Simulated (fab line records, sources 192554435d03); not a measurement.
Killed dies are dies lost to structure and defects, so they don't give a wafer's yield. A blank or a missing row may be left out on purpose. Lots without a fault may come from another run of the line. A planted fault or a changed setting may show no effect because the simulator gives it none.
Which tool did it? | flow n5_finfet | 9 lots, 27 wafers sampled, at 4 steps of a route of 1938

WHAT THE GAUGES READ, wafer by wafer
N5_BEOL_M8_THK_MEAS_01.
lot  | measured     | on            | M8_ILD_THK (nm)
L914 | day 10 12:52 | film_metro-01 | 154.0 155.9 154.9
L913 | day 10 12:57 | film_metro-02 | 153.5 156.3 154.8
L917 | day 11 15:07 | film_metro-01 | 154.0 157.8 156.2
L919 | day 11 19:32 | film_metro-01 | 101.7 155.9 100.0
L920 | day 11 23:56 | film_metro-02 | 155.6 155.3 155.2
L921 | day 11 23:20 | film_metro-01 | 152.7 97.8 98.4
L924 | day 13 06:41 | film_metro-02 | 153.3 155.5 155.0
L927 | day 14 16:47 | film_metro-02 | 153.9 155.4 155.3
L931 | day 14 17:27 | film_metro-02 | 155.5 154.8 159.4

WHICH TOOL RAN EACH LOT (tool, then ch and the chambers of the sampled wafers, then the start)
lot  | N5_BEOL_M7_STRIP_80                           | N5_BEOL_M7_SPUTTER_48        | N5_BEOL_M8_ILD_DEP_00
L914 | rie_diel-01 ch 0,1,2, day 10 11:06 or earlier | pvd_sputter-02, day 10 11:06 | pecvd-01 ch 0,1, day 10 12:17
L913 | rie_diel-01 ch 0,1,3, day 10 11:16 or earlier | pvd_sputter-02, day 10 11:16 | pecvd-04 ch 0,2, day 10 12:22
L917 | rie_diel-01 ch 0,1,3, day 11 13:25 or earlier | pvd_sputter-02, day 11 13:25 | pecvd-01 ch 0,2, day 11 14:32
L919 | rie_diel-02 ch 0,1,2, day 11 17:52 or earlier | pvd_sputter-03, day 11 17:52 | pecvd-01 ch 0,1,2, day 11 18:57
L920 | rie_diel-06 ch 2,3, day 11 22:10 or earlier   | pvd_sputter-03, day 11 22:10 | pecvd-03 ch 0,1, day 11 23:16
L921 | rie_diel-01 ch 0,1,2, day 11 21:32 or earlier | pvd_sputter-03, day 11 21:32 | pecvd-01 ch 0,1,2, day 11 22:31
L924 | rie_diel-01 ch 0,1,2, day 13 05:07 or earlier | pvd_sputter-02, day 13 05:07 | pecvd-04 ch 0,2, day 13 06:07
L927 | rie_diel-06 ch 0,3, day 14 15:13 or earlier   | pvd_sputter-03, day 14 15:13 | pecvd-04 ch 0,2, day 14 16:13
L931 | rie_diel-06 ch 1,3, day 14 15:52 or earlier   | pvd_sputter-02, day 14 15:52 | pecvd-04 ch 0,1, day 14 16:52
- N5_BEOL_M7_STRIP_80: strips in N2/H2, time 10 s.
- N5_BEOL_M7_SPUTTER_48: material Cu, target thk 10 nm, time 1.667 s.
- N5_BEOL_M8_ILD_DEP_00: deposits SiCOH lowk from DEMS/porogen, target thk 179.75 nm, time 33.4 s.

THE ANSWER, worked out from the rows above alone
Rule: what is usual is taken from the lots themselves. Put in order of their means at a reading, lots are off if they are a third of the lots or fewer, leave a main group of 4 or more, and stand apart from it by a gap of 3 or more times the standard deviation of the main group's means; of several such gaps the widest counts. A main group whose means are all the same, to the digits that the tables above print for the reading, isn't used. A lot without any number at a reading at which 4 lots or more have one is off too. The other lots that the step has rows for count as sound.
Off: L919, L921, at N5_BEOL_M8_THK_MEAS_01 (M8_ILD_THK). The main group: mean 155.3 nm, standard deviation 0.67.
A tool fits if, at a process step before that reading, it ran every lot that is off, and no sound lot after the first of them. The gauges at N5_BEOL_M8_THK_MEAS_01 are tried like those tools. N5_BEOL_M7_STRIP_80 gives no start for some lots, so the hours and the order of its lots are those of N5_BEOL_M7_SPUTTER_48. Can't be told from this: 2 tools fit, pecvd-01 at N5_BEOL_M8_ILD_DEP_00, film_metro-01 at N5_BEOL_M8_THK_MEAS_01.

WHAT THE SIMULATOR HAD PUT IN
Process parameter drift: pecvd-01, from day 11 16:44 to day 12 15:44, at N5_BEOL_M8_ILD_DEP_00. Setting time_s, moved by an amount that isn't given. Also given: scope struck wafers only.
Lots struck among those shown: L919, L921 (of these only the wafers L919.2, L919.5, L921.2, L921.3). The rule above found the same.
